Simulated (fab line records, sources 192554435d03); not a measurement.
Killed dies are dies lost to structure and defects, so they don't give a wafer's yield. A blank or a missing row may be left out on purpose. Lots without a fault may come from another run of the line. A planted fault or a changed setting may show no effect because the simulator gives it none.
Which tool did it? | flow n5_finfet | 24 lots, 72 wafers sampled, at 1 step of a route of 1938

WHAT THE GAUGES READ, wafer by wafer
N5_BEOL_M3_CD_MEAS_35: target cd 18 nm, target cd y 21 nm. Usual: cd_nm 18.1 nm, standard deviation 0.36.
lot  | measured     | on        | cd_nm (nm)     | flag
L074 | day 7 12:24  | cd_sem-02 | 17.7 17.5 18.0 |
L076 | day 7 22:32  | cd_sem-01 | 17.6 17.7 18.6 |
L075 | day 8 03:38  | cd_sem-01 | 18.1 18.5 18.6 |
L077 | day 8 08:00  | cd_sem-02 | 17.9 17.6 18.5 |
L078 | day 8 09:48  | cd_sem-03 | 17.7 17.2 17.9 |
L079 | day 8 15:25  | cd_sem-03 | 18.0 18.1 17.5 |
L080 | day 9 05:03  | cd_sem-03 | 17.6 17.1 17.7 |
L081 | day 9 05:16  | cd_sem-02 | 18.4 17.4 17.7 |
L082 | day 9 06:47  | cd_sem-02 | 18.4 18.3 18.0 |
L083 | day 9 17:34  | cd_sem-03 | 17.6 17.7 18.0 |
L085 | day 9 18:02  | cd_sem-03 | 18.5 18.2 19.1 |
L084 | day 9 23:10  | cd_sem-01 | 17.4 18.6 18.4 |
L087 | day 10 22:52 | cd_sem-02 | 17.7 18.1 18.1 |
L086 | day 11 07:49 | cd_sem-03 | 18.1 17.8 17.4 |
L089 | day 11 07:51 | cd_sem-01 | 18.0 18.0 17.9 |
L088 | day 11 13:10 | cd_sem-03 | 17.7 17.6 18.5 |
L090 | day 11 14:22 | cd_sem-03 | 18.1 17.8 18.7 |
L091 | day 13 04:05 | cd_sem-01 | 18.1 17.7 18.1 |
L093 | day 13 05:14 | cd_sem-03 | 18.4 18.0 18.1 |
L094 | day 13 09:46 | cd_sem-01 | 18.0 18.1 18.4 |
L095 | day 13 12:59 | cd_sem-02 | 17.8 18.0 18.1 |
L092 | day 13 15:55 | cd_sem-03 | 18.1 18.6 18.0 |
L096 | day 13 16:06 | cd_sem-01 | 17.7 17.9 18.0 |
L097 | day 13 20:56 | cd_sem-03 | 17.3 18.6 18.2 |

WHICH TOOL RAN EACH LOT (tool, then ch and the chambers of the sampled wafers, then the start)
The record holds no process step before these readings.

WHAT THE TOOLS THEMSELVES READ (means of the sampled wafers that have a number; where no wafer has one, the mark that the record gives instead)
The record holds no such reading with a usual standard deviation.

THE ANSWER, worked out from the rows above alone
Rule: a lot is off if the mean of its wafers that have a number lies more than 3 standard deviations from the usual mean. A lot without any number at a reading at which 4 lots or more have one is off too. The other lots that the step has rows for count as sound. The gauges are gone through in route order, then the tools' own readings, and for those a lot's mean is taken as printed above. The first step at which some lot is off is used, and at that step the reading that is off furthest; a lot without a number counts as furthest.
No lot is off at any reading shown: from this, nothing can be told.

WHAT THE SIMULATOR HAD PUT IN
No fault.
